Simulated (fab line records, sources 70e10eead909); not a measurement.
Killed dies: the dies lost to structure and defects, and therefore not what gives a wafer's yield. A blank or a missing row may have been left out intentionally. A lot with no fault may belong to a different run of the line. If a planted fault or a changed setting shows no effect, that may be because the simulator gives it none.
fab line records | flow nandHarc
record: lots: 6 wafers: 18 lastDay: 33
route steps=1302 shown A_M0@1166 A_M1@1169 END@1302
lots that met no fault: taken from a fault-free run of the same line
startH: hours from the record's first day to the start of the lot's first wafer shown | waitH: how many hours have passed since the lot's step before this one | " same as the row above | L1.1+2: a single row standing in for several wafers | - no value, or no start given | * or withheld: withheld | < > ~ a bound
route shown NAME@n: names a module that has steps shown in the file, with the first one's number in the route | usual: mean and standard deviation over wafers with no fault | same: alike in all rows | chamber/n: place in a boat | sites: readings site by site | _std_site: the standard deviation of these | _edge_site: outer sites' mean less inner sites' | radiusMm: how far each site lies from the wafer's centre | mask NAME#n: copy n | behind: the tool/chamber that last shaped the wafer | hold: what put the lot on hold/how long, in hours/how the hold closed | device: which transistor (n, p or np) failed to switch | end of line: the tests these same wafers got at the end of their route | step lacking rows: just its recipe | killed: at the first sort, the dies lost to defects and structure; wafer yield is something else | map: a wafer's dies, x killed, . not, _ none there
set.NAME: the run value of the setting; set.NAME@STEP: its run value at that earlier step | model.NAME: the simulator's own value behind a step, which no gauge read
lots at some steps of the route; a table a step, a row a wafer
services: a tool's chamber out of use, with start hour (startH, from the record's first day; less than 0 if before it), hours out, and reason
== steps ==
step: NHARC_A_M0_INSPECT_27
usual: rawDefectCount: 559/150
columns lot.wafer tool chamber startH waitH rawDefectCount
L244.1 defectInspect-02 - 584.91 0.0 1230
L244.2 " - " " 755
L244.6 " - " " 783
L250.2 defectInspect-01 - 676.35 0.0 555
L250.3 " - " " 618
L250.4 " - " " 531
L253.1 defectInspect-02 - 677.47 0.0 481
L253.3 " - " " 460
L253.5 " - " " 490
L255.1 defectInspect-01 - 713.87 0.0 461
L255.2 " - " " 515
L255.6 " - " " 571
L258.4 defectInspect-01 - 728.55 0.0 582
L258.5 " - " " 712
L258.6 " - " " 496
L259.3 defectInspect-01 - 748.81 0.0 526
L259.4 " - " " 484
L259.6 " - " " 667
step: NHARC_A_M0_PRE_CLEAN_31
recipe: timeS: 12 tempC: 370 rfPowerW: 300 gas: NH3
usual: heaterPowerW: 669/100 rfFwdPowerW: 292.6/0.92
columns lot.wafer tool chamber startH waitH heaterPowerW rfFwdPowerW
L244.2 pecvd-04 0 584.98 0.1 657 292.9
L244.1 " 2 " " 576 291.7
L244.6 " 2 " " 561 291.9
L250.2 pecvd-02 0 676.45 0.1 617 293.3
L250.3 " 1 " " 647 292.5
L250.4 " 0 " " 639 293.4
L253.1 pecvd-04 0 678.24 0.8 721 292.8
L253.3 " 1 " " 877 293.1
L253.5 " 1 " " 902 294.0
L255.1 pecvd-04 1 713.95 0.1 890 290.6
L255.2 " 2 " " 561 291.4
L255.6 " 1 " " 892 293.1
L258.6 pecvd-04 0 728.66 0.1 644 291.9
L258.4 " 1 " " 825 292.2
L258.5 " 2 " " 594 294.2
L259.3 pecvd-04 2 748.90 0.1 503 293.7
L259.6 " 0 " " 672 292.7
L259.4 " 1 " " 908 292.7
step: NHARC_A_M0_DEP_32
recipe: targetThkA: 300 tempC: 370 targetThkNm: 30 pressureTorr: 3 flowSccm: 200 rfW: 450 material: SiCN
usual: heaterPowerW: 615/95 rfFwdPowerW: 449.3/1.4
columns lot.wafer tool chamber startH waitH heaterPowerW rfFwdPowerW
L244.2 pecvd-04 0 585.06 0.1 585 447.1
L244.1 " 2 " " 484 450.1
L244.6 " 2 " " 505 449.8
L250.2 pecvd-02 0 676.56 0.1 618 450.0
L250.3 " 1 " " 525 449.0
L250.4 " 0 " " 617 450.3
L253.1 pecvd-04 0 678.32 0.1 640 450.4
L253.3 " 1 " " 732 449.1
L253.5 " 1 " " 730 448.4
L255.1 pecvd-04 1 714.06 0.1 843 449.5
L255.2 " 2 " " 526 450.0
L255.6 " 1 " " 849 449.9
L258.6 pecvd-04 0 728.82 0.2 575 445.2
L258.4 " 1 " " 777 451.6
L258.5 " 2 " " 486 448.8
L259.3 pecvd-04 2 749.04 0.1 520 448.5
L259.6 " 0 " " 681 450.7
L259.4 " 1 " " 734 449.5
step: NHARC_A_M1_DEP_00
recipe: targetThkA: 1825 targetThkNm: 182.5 tempC: withheld pressureTorr: 5 flowSccm: 200 rfW: 600 material: SiOC
step: NHARC_A_M1_DEHYDRATE_01
recipe: tempC: 150 timeS: 120
step: NHARC_A_M1_HMDS_02
recipe: timeS: 30
step: NHARC_A_M1_COAT_34
recipe: tempC: 200 timeS: 65
step: NHARC_A_M1_COAT_03
recipe: spinRpm: 1500 resistThkNm: 90
step: NHARC_A_M1_SOFTBAKE_04
recipe: tempC: 105 timeS: 55
step: NHARC_A_M1_EBR_05
step: NHARC_A_M1_EXPOSE_06
recipe: na: 1.35 targetCdNm: 120 doseMj: 75.13 maskId: A_M1
step: NHARC_A_M1_PEB_07
recipe: pebTempC: 100 pebTimeS: 65
usual: heaterPowerTotalW: 156.6/0.43 plateTempC: 100.00/0.13
columns lot.wafer tool chamber startH waitH heaterPowerTotalW plateTempC
L244.1 lithoTrack-06 0 586.09 0.1 156.0 100.13
L244.2 " 0 " " 155.9 100.13
L244.6 " 0 " " 157.1 100.30
L250.2 lithoTrack-06 0 677.66 0.1 163.9 103.50
L250.3 " 0 " " 163.8 103.35
L250.4 " 0 " " 164.5 103.46
L253.1 lithoTrack-06 0 679.37 0.1 164.0 103.69
L253.3 " 0 " " 163.5 103.49
L253.5 " 0 " " 163.4 103.62
L255.1 lithoTrack-04 0 715.06 0.1 156.8 99.82
L255.2 " 0 " " 157.0 100.03
L255.6 " 0 " " 156.5 99.91
L258.4 lithoTrack-01 0 729.85 0.0 156.6 99.82
L258.5 " 0 " " 156.0 99.69
L258.6 " 0 " " 156.1 100.01
L259.3 lithoTrack-04 0 750.12 0.0 156.6 100.30
L259.4 " 0 " " 157.0 100.03
L259.6 " 0 " " 156.9 100.03
step: NHARC_A_M1_DEVELOP_08
recipe: developTimeS: 35 devTempC: 23
step: NHARC_A_M1_CD_MEAS_09
recipe: targetCdNm: 120 landingEnergyEv: 500
usual: cdNm: 120.0/0.51
columns lot.wafer tool chamber startH waitH cdNm
L244.1 cdSem-01 0 586.17 - 119.1
L244.2 " 0 " " 119.1
L244.6 " 0 " " 119.5
L250.2 cdSem-02 0 677.74 - 131.7
L250.3 " 0 " " 131.5
L250.4 " 0 " " 131.6
L253.1 cdSem-02 0 679.45 - 129.1
L253.3 " 0 " " 128.9
L253.5 " 0 " " 129.3
L255.1 cdSem-02 0 715.14 - 120.5
L255.2 " 0 " " 120.3
L255.6 " 0 " " 121.0
L258.4 cdSem-02 0 729.93 - 120.5
L258.5 " 0 " " 119.8
L258.6 " 0 " " 119.9
L259.3 cdSem-01 0 750.21 - 119.7
L259.4 " 0 " " 119.8
L259.6 " 0 " " 119.4
step: NHARC_A_M1_OVL_MEAS_10
recipe: pitchNm: 240
usual: overlayXNm: 0.1/0.68 overlayYNm: -0.2/0.85
columns lot.wafer tool chamber startH waitH overlayXNm overlayYNm
L244.1 overlay-01 - 586.26 - -0.1 0.6
L244.2 " - " " 0.0 0.1
L244.6 " - " " 0.2 1.4
L250.2 overlay-01 - 677.83 - 0.1 0.0
L250.3 " - " " 0.3 0.4
L250.4 " - " " -0.4 0.5
L253.1 overlay-02 - 679.54 - -0.8 0.3
L253.3 " - " " 0.6 0.2
L253.5 " - " " 0.6 -0.3
L255.1 overlay-01 - 715.23 - 0.6 0.2
L255.2 " - " " 0.8 -0.4
L255.6 " - " " 0.4 0.2
L258.4 overlay-02 - 730.01 - 0.1 0.1
L258.5 " - " " -0.8 0.3
L258.6 " - " " -0.6 0.9
L259.3 overlay-02 - 750.29 - -0.8 0.1
L259.4 " - " " 0.0 0.4
L259.6 " - " " 0.2 0.4
step: NHARC_A_M1_INSPECT_11
usual: rawDefectCount: 83/43
columns lot.wafer tool chamber startH waitH rawDefectCount
L244.1 defectInspect-02 - 586.30 0.0 155
L244.2 " - " " 138
L244.6 " - " " 159
L250.2 defectInspect-01 - 677.86 0.0 122
L250.3 " - " " 153
L250.4 " - " " 143
L253.1 defectInspect-01 - 679.57 0.0 116
L253.3 " - " " 117
L253.5 " - " " 117
L255.1 defectInspect-01 - 715.26 0.0 99
L255.2 " - " " 89
L255.6 " - " " 118
L258.4 defectInspect-02 - 730.05 0.0 71
L258.5 " - " " 75
L258.6 " - " " 94
L259.3 defectInspect-01 - 750.33 0.0 126
L259.4 " - " " 147
L259.6 " - " " 118
step: NHARC_A_M1_DESCUM_14
recipe: timeS: 3 o2FlowSccm: 200 arFlowSccm: 0 biasPowerW: 0 chemistry: O2
usual: drypumpMotorCurrentA: 5.7/0.49 o2FlowSccm: 200.0/0.56 oesProductAu: 1.001/0.0079 rfVppV: 57.6/0.88 showerheadPlenumPTorr: 1.90/0.066 throttleValvePct: 11.312/0.0091
columns lot.wafer tool chamber startH waitH drypumpMotorCurrentA o2FlowSccm oesProductAu rfHoursCounterH rfVppV showerheadPlenumPTorr throttleValvePct model.A_M1.cdNm
L244.1 rieDiel-02 2 586.36 0.1 5.3 199.3 0.996 0.1 58.1 1.89 11.315 119.6
L244.2 " 0 " " 6.3 199.2 0.996 0.1 56.7 1.86 11.304 119.8
L244.6 " 3 " " 5.9 200.5 1.018 - 57.4 1.88 11.301 120
L250.3 rieDiel-01 0 677.92 0.1 5.5 200.0 0.995 5.8 58.0 1.84 11.318 131.3
L250.4 " 1 " " 5.7 200.1 1.012 6.6 58.1 1.97 11.308 131.4
L250.2 " 3 " " 6.5 200.0 0.997 6.3 59.5 1.89 11.310 131.4
L253.3 rieDiel-07 3 679.65 0.1 5.9 200.0 1.005 1.1 57.1 2.00 11.321 128.4
L253.1 " 0 " " 6.4 199.7 0.997 1.3 56.8 1.81 11.326 129.4
L253.5 " 1 " " 6.1 200.3 0.997 - 56.5 1.86 11.312 129.3
L255.1 rieDiel-02 3 715.33 0.1 5.8 200.0 1.023 3.1 57.1 1.88 11.308 120.4
L255.2 " 0 " " 6.3 201.0 1.005 3.8 57.8 1.86 11.305 120.4
L255.6 " 2 " " 5.2 200.0 1.003 - 57.7 1.89 11.318 120.7
L258.4 rieDiel-07 3 730.12 0.1 5.8 199.7 1.004 3.9 57.8 2.00 11.317 120.3
L258.5 " 2 " " 5.0 199.6 0.999 - 58.7 1.91 11.316 120.6
L258.6 " 3 " " 5.8 200.2 0.999 - 58.1 2.00 11.299 119.6
L259.4 rieDiel-01 0 750.39 0.1 5.4 200.7 0.997 0.2 56.6 1.83 11.308 119.8
L259.3 " 2 " " 5.2 200.3 0.989 0.1 58.3 1.82 11.307 119.1
L259.6 " 1 " " 5.8 199.6 0.998 - 59.9 1.97 11.308 119.2
step: NHARC_A_M1_ETCH_35
recipe: targetDepthA: 400 overetchA: 120 timeS: 43.94 ionEnergyEv: 200 n2FlowSccm: 150 h2FlowSccm: 150 arFlowSccm: 0 rfW: 400 biasW: 150 chemistry: N2/H2
usual: drypumpMotorCurrentA: 5.7/0.49 oesProductAu: 1.001/0.007 rfFwdPowerW: 395.6/1.4 rfVppV: 430.1/2.2 showerheadPlenumPTorr: 2.02/0.074 throttleValvePct: 14.172/0.009
columns lot.wafer tool chamber startH waitH drypumpMotorCurrentA oesProductAu rfFwdPowerW rfHoursCounterH rfVppV showerheadPlenumPTorr throttleValvePct
L244.1 rieDiel-02 2 586.45 0.1 5.3 1.011 396.4 0.1 430.2 2.01 14.175
L244.2 " 0 " " 6.3 1.001 395.3 0.1 428.6 1.98 14.173
L244.6 " 2 " " 5.2 1.006 396.3 - 429.3 2.01 14.163
L250.4 rieDiel-01 1 678.01 0.1 5.8 1.008 396.5 6.6 431.2 2.10 14.182
L250.3 " 2 " " 5.2 1.011 397.1 6.3 428.3 1.94 14.190
L250.2 " 0 " " 5.5 0.990 394.5 5.8 426.4 1.95 14.166
L253.3 rieDiel-07 0 679.72 0.1 6.3 0.993 398.3 1.3 428.5 1.92 14.158
L253.1 " 1 " " 6.1 0.995 393.2 1.8 429.4 1.98 14.175
L253.5 " 0 " " 6.3 0.985 397.2 - 428.6 1.92 14.164
L255.2 rieDiel-02 2 715.41 0.1 5.3 0.999 394.3 3.7 430.9 2.01 14.169
L255.1 " 1 " " 5.1 0.999 396.8 4.4 433.2 2.17 14.169
L255.6 " 2 " " 5.3 1.001 395.5 - 430.6 2.01 14.188
L258.4 rieDiel-07 0 730.20 0.1 6.3 1.003 397.8 5.0 427.2 1.92 14.178
L258.6 " 3 " " 5.8 1.005 397.0 - 434.0 2.13 14.159
L258.5 " 0 " " 6.3 0.990 398.1 - 427.1 1.92 14.162
L259.4 rieDiel-01 3 750.47 0.1 6.5 0.991 396.2 0.2 428.9 2.01 14.158
L259.3 " 2 " " 5.2 0.992 394.1 0.1 425.8 1.94 14.163
L259.6 " 0 " " 5.5 0.987 393.4 - 428.7 1.95 14.189
step: NHARC_A_M1_ETCH_15
recipe: targetDepthA: 1825 timeS: 91.2 c4f8FlowSccm: withheld arFlowSccm: 400 rfW: 600 biasW: 300 chemistry: C4F8/Ar
usual: oesProductAu: 0.956/0.021 rfFwdPowerW: 596.6/2 rfVppV: 440.4/2.3
columns lot.wafer tool chamber startH waitH oesProductAu rfFwdPowerW rfHoursCounterH rfVppV
L244.2 rieDiel-02 2 - - 0.970 592.9 0.2 440.6
L244.1 " 3 " " 0.977 594.1 0.2 440.8
L244.6 " 1 " " 0.985 593.6 - 444.1
L250.3 rieDiel-01 0 - - 0.964 597.2 5.8 439.7
L250.2 " 1 " " 0.979 593.5 6.6 442.4
L250.4 " 2 " " 0.994 596.8 6.3 437.7
L253.1 rieDiel-07 2 - - 0.957 597.9 1.5 440.7
L253.3 " 3 " " 0.985 595.7 1.1 444.4
L253.5 " 2 " " 0.961 596.8 - 440.5
L255.1 rieDiel-02 0 - - 0.980 593.7 3.8 438.1
L255.2 " 1 " " 0.974 594.2 4.4 445.2
L255.6 " 0 " " 0.978 594.8 - 438.8
L258.4 rieDiel-07 1 - - 0.919 593.7 5.4 438.8
L258.6 " 2 " " 0.910 595.5 - 440.8
L258.5 " 3 " " 0.923 600.5 - 443.2
L259.3 rieDiel-01 3 - - 0.965 598.9 0.2 441.4
L259.4 " 1 " " 0.957 594.6 0.1 443.1
L259.6 " 2 " " 0.963 598.1 - 438.2
step: NHARC_A_M1_CD_MEAS_16
usual: cdNm: 120.0/0.61
columns lot.wafer tool chamber startH waitH cdNm
L244.1 cdSem-02 - 586.66 - 119.4
L244.2 " - " " 119.6
L244.6 " - " " 119.7
L250.2 cdSem-01 - 678.23 - 131.4
L250.3 " - " " 130.9
L250.4 " - " " 131.6
L253.1 cdSem-02 - 679.94 - 129.0
L253.3 " - " " 128.7
L253.5 " - " " 129.0
L255.1 cdSem-02 - 715.65 - 120.6
L255.2 " - " " 120.8
L255.6 " - " " 120.9
L258.4 cdSem-01 - 730.87 - 120.0
L258.5 " - " " 121.0
L258.6 " - " " 118.9
L259.3 cdSem-01 - 750.70 - 118.9
L259.4 " - " " 120.3
L259.6 " - " " 119.6
step: NHARC_A_M1_STRIP_18
recipe: powerW: 1000 n2FlowSccm: 150 h2FlowSccm: 150 arFlowSccm: 0 biasW: 0 chemistry: N2/H2
usual: drypumpMotorCurrentA: 5.7/0.49 oesProductAu: 1.001/0.0074 powerW: 999/3.5 rfFwdPowerW: 997/3.1 rfVppV: 90.6/0.97 showerheadPlenumPTorr: 2.02/0.073 throttleValvePct: 14.171/0.0095
columns lot.wafer tool chamber startH waitH drypumpMotorCurrentA oesProductAu powerW rfFwdPowerW rfHoursCounterH rfVppV showerheadPlenumPTorr throttleValvePct
L244.1 rieDiel-07 3 586.76 0.1 5.8 1.006 1002 999 6.0 91.9 2.14 14.168
L244.2 " 1 " " 6.1 1.006 1001 998 4.2 88.8 1.98 14.151
L244.6 " 2 " " 5.0 0.996 996 999 - 92.3 2.04 14.171
L250.3 rieDiel-02 3 678.30 0.1 5.8 1.006 1001 1000 1.8 90.4 2.00 14.175
L250.4 " 0 " " 6.3 1.003 996 996 2.6 91.2 1.98 14.176
L250.2 " 1 " " 5.1 1.007 1003 1000 2.9 92.3 2.17 14.181
L253.1 rieDiel-01 0 680.04 0.1 5.4 0.994 1003 995 6.0 90.0 1.95 14.161
L253.3 " 2 " " 5.2 1.009 1008 996 6.5 90.4 1.94 14.179
L253.5 " 0 " " 5.4 0.995 1003 998 - 90.5 1.95 14.166
L255.1 rieDiel-07 0 715.72 0.1 6.3 0.988 999 999 3.8 90.2 1.92 14.189
L255.2 " 1 " " 6.1 0.993 1001 1003 4.2 92.4 1.98 14.167
L255.6 " 1 " " 6.1 1.006 1005 998 - 90.5 1.98 14.183
L258.4 rieDiel-01 2 730.98 0.1 5.2 1.010 1000 993 8.9 88.8 1.94 14.157
L258.6 " 0 " " 5.4 1.003 995 997 - 91.2 1.95 14.181
L258.5 " 1 " " 5.8 1.001 998 995 - 91.0 2.10 14.157
L259.3 rieDiel-01 0 750.82 0.1 5.5 0.989 998 999 0.3 90.8 1.95 14.183
L259.4 " 1 " " 5.8 0.996 1000 999 0.2 90.7 2.10 14.168
L259.6 " 3 " " 6.5 0.994 1007 998 - 90.3 2.01 14.183
step: NHARC_A_M1_ETCH_28
recipe: targetDepthA: 300 overEtchFrac: 0.3 timeS: 72.99 ionEnergyEv: 150 cf4FlowSccm: 50 n2FlowSccm: 100 arFlowSccm: 150 rfW: 300 biasW: 100 chemistry: CF4/N2
usual: drypumpMotorCurrentA: 5.7/0.5 oesProductAu: 1.001/0.0074 rfFwdPowerW: 297.6/0.97 rfVppV: 313.8/1.7 showerheadPlenumPTorr: 2.60/0.089 throttleValvePct: 19.792/0.0095
columns lot.wafer tool chamber startH waitH drypumpMotorCurrentA oesProductAu rfFwdPowerW rfHoursCounterH rfVppV showerheadPlenumPTorr throttleValvePct model.A_M1.cdNm
L244.1 rieDiel-07 3 - - 5.9 1.002 296.9 6.0 315.1 2.74 19.783 118.5
L244.2 " 0 " " 6.3 0.998 299.1 5.8 311.8 2.49 19.776 119.6
L244.6 " 3 " " 5.8 0.990 296.7 - 314.7 2.74 19.782 119.8
L250.4 rieDiel-02 1 - - 5.1 1.002 296.9 2.9 317.4 2.79 19.789 131.3
L250.3 " 3 " " 5.8 0.999 297.1 1.8 313.4 2.58 19.791 131.2
L250.2 " 0 " " 6.3 1.002 296.8 2.7 312.9 2.56 19.803 131.6
L253.1 rieDiel-01 2 - - 5.2 1.003 297.5 6.5 312.2 2.51 19.793 129.1
L253.3 " 3 " " 6.5 0.994 298.0 6.5 313.9 2.59 19.794 128.7
L253.5 " 2 " " 5.1 1.007 297.9 - 313.5 2.51 19.791 129
L255.1 rieDiel-07 2 - - 5.0 1.010 297.9 3.7 314.6 2.62 19.800 120.6
L255.2 " 0 " " 6.3 0.990 300.1 3.9 311.4 2.48 19.803 120.3
L255.6 " 2 " " 5.0 1.004 298.6 - 315.3 2.62 19.804 120.8
L258.4 rieDiel-01 3 - - 6.5 0.992 298.1 8.8 313.1 2.59 19.791 120.2
L258.6 " 2 " " 5.2 1.010 297.8 - 311.9 2.50 19.772 119
L258.5 " 3 " " 6.4 0.998 297.1 - 313.5 2.59 19.797 120.4
L259.4 rieDiel-01 1 - - 5.8 0.997 296.7 0.2 313.9 2.69 19.799 120
L259.3 " 3 " " 6.4 0.987 299.7 0.3 315.1 2.59 19.794 118.9
L259.6 " 1 " " 5.8 0.994 297.6 - 316.8 2.69 19.802 119.4
step: NHARC_A_M1_STRIP_19
recipe: timeS: 600 tempC: 30 chemistry: postEtchResidueRemover
step: NHARC_END_SORT_01
recipe: tempC: 25
usual: defectLimitedYield: 91/3.4 killedAtArray: 54/23 killedAtOther: 1.2/1.5 killedAtPeriphery: 3.9/2.5 killedDies: 59/23 killedOpen: 3.2/1.7 killedShort: 2.4/1.6 sort_bin_2_pct: 3.0/1.4 sort_bin_3_pct: 0.7/0.45 sort_bin_4_pct: 5.0/1.9 sortNPass: 618/23 sortRimYieldPct: 92/3.8 sortYieldPct: 91/3.4
same: grossDies: 677 sort_bin_5_pct[%]: 0 sort_bin_6_pct[%]: 0 sort_bin_7_pct[%]: 0 sort_bin_8_pct[%]: 0 sortRimNGross: 106.00
columns lot.wafer tool chamber startH waitH defectLimitedYield[%] killedAtArray killedAtOther killedAtPeriphery killedDies killedOpen killedShort sort_bin_2_pct[%] sort_bin_3_pct[%] sort_bin_4_pct[%] sortNPass sortRimYieldPct[%] sortYieldPct[%]
L253.1 prober-01 0 734.09 2.5 87 82 3 2 87 5 3 4.4 1.3 7.1 590 90 87
L250.3 prober-02 0 735.75 3.1 85 96 0 6 102 4 4 5.3 1.3 8.4 575 92 85
L250.4 prober-02 0 736.56 3.4 89 68 1 5 74 6 4 3.1 1.0 6.8 603 88 89
L255.1 prober-02 0 748.90 2.6 88 73 2 3 78 3 2 3.0 1.2 7.4 599 91 88
L255.2 prober-02 0 749.71 2.9 90 58 2 6 66 5 0 3.8 0.4 5.5 611 89 90
L255.6 prober-02 0 752.96 4.1 89 71 1 0 72 1 0 4.3 0.9 5.5 605 95 89
killed by level:class
L253.1 A_SLIT:chamberFilmFlake=34 A_CHANNEL_HOLE_D1:chamberFilmFlake=32 A_STAIRCASE:chamberFilmFlake=5 A_CONTACT:chamberFilmFlake=3 THIN_TSV:chamberFilmFlake=3 A_CHANNEL_FILL_D2:geometricParticle:open=2 A_WL_FILL:geometricParticle:short=2 P_GATE:geometricParticle:open=1
L250.3 A_CHANNEL_HOLE_D1:chamberFilmFlake=37 A_SLIT:chamberFilmFlake=27 A_CHANNEL_HOLE_D2:chamberFilmFlake=10 A_CONTACT:chamberFilmFlake=4 P_GATE:chamberFilmFlake=3 A_BLC:chamberFilmFlake=3 A_CHANNEL_FILL_D1:geometricParticle:short=2 A_WL_FILL:geometricParticle:open=2
L250.4 A_CHANNEL_HOLE_D1:chamberFilmFlake=30 A_SLIT:chamberFilmFlake=17 A_STAIRCASE:chamberFilmFlake=4 P_GATE:chamberFilmFlake=3 A_ONON_D1:geometricParticle:open=2 A_WL_FILL:geometricParticle:short=2 A_M0:geometricParticle:open=2 A_CHANNEL_HOLE_D2:chamberFilmFlake=2
L255.1 A_CHANNEL_HOLE_D1:chamberFilmFlake=27 A_CHANNEL_HOLE_D2:chamberFilmFlake=25 A_CONTACT:chamberFilmFlake=6 A_SLIT:chamberFilmFlake=5 A_STAIRCASE:chamberFilmFlake=2 HYBRID_BOND:chamberFilmFlake=2 P_CONTACT:geometricParticle:open=1 A_ONON_D1:geometricParticle:short=1
L255.2 A_CHANNEL_HOLE_D1:chamberFilmFlake=30 A_CHANNEL_HOLE_D2:chamberFilmFlake=15 A_STAIRCASE:chamberFilmFlake=5 A_CONTACT:chamberFilmFlake=3 P_CONTACT:geometricParticle:open=2 P_STI:chamberFilmFlake=2 P_BONDPAD:chamberFilmFlake=2 THIN_TSV:chamberFilmFlake=2
L255.6 A_CHANNEL_HOLE_D1:chamberFilmFlake=35 A_CHANNEL_HOLE_D2:chamberFilmFlake=17 A_CONTACT:chamberFilmFlake=7 A_STAIRCASE:chamberFilmFlake=3 A_WL_FILL:chamberFilmFlake=3 A_SLIT:chamberFilmFlake=2 A_CONTACT:geometricParticle:open=1 A_CHANNEL_FILL_D1:chamberFilmFlake=1
== services ==
columns tool chamber startH hours kind
rieDiel-07 1 564.32 15.5 repair
rieDiel-01 0 566.80 - clean
rieDiel-01 1 566.80 - clean
rieDiel-01 2 566.80 - clean
rieDiel-02 - 570.74 9.0 pm
pecvd-02 - 589.00 13.0 pm
rieDiel-07 1 614.71 5.5 repair
rieDiel-02 3 620.46 6.7 repair
rieDiel-01 3 624.05 5.0 repair
rieDiel-01 1 625.60 4.1 repair
pecvd-04 - 635.73 13.0 pm
rieDiel-07 - 648.20 9.0 pm
rieDiel-01 0 652.84 15.8 repair
lithoTrack-01 - 680.00 7.0 pm
rieDiel-02 2 687.50 4.1 repair
pecvd-02 1 695.98 3.3 repair
lithoTrack-06 - 704.00 7.0 pm
rieDiel-07 3 709.68 1.7 repair
lithoTrack-04 - 728.00 7.0 pm
rieDiel-02 2 730.79 4.7 repair
rieDiel-01 - 734.80 9.0 pm
rieDiel-07 3 736.24 5.4 repair
rieDiel-01 - 745.47 1.7 repair
rieDiel-02 - 747.74 9.0 pm
== key ==
firstSign: step: NHARC_A_M1_PEB_07 reading: plateTempC direction: up sigmas: 28 usual: * struck: *
effect: step: NHARC_A_M1_PEB_07 reading: heaterPowerTotalW direction: up sigmas: 17 usual: * struck: *
effect: step: NHARC_A_M1_CD_MEAS_09 reading: cdNm direction: up sigmas: 20 usual: 120.0 struck: 130.4 through: controlLoop
effect: step: NHARC_A_M1_CD_MEAS_16 reading: cdNm direction: up sigmas: 17 usual: 120.0 struck: 130.1 through: controlLoop
modelEffect: step: NHARC_A_M1_DESCUM_14 value: A_M1.cdNm without: 120 struck: 130.2
modelEffect: step: NHARC_A_M1_ETCH_28 value: A_M1.cdNm without: 120 struck: 130.1
metAt NHARC_A_M1_PEB_07
struckWafers L250.2,L250.3,L250.4,L253.1,L253.3,L253.5
loopTrim: step: NHARC_A_M1_EXPOSE_06 setting: dose lots: L253
onsetBetween 586.09 677.66
fault: kind: processParameterDrift tool: lithoTrack-06 chamber: - onsetH: 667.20 steps: NHARC_A_M1_PEB_07 channel: pebTempC offset: * shape: step endH: 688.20 actsIn: * stated: *
loopTrim: a control loop set the setting to another value than it would have without faults
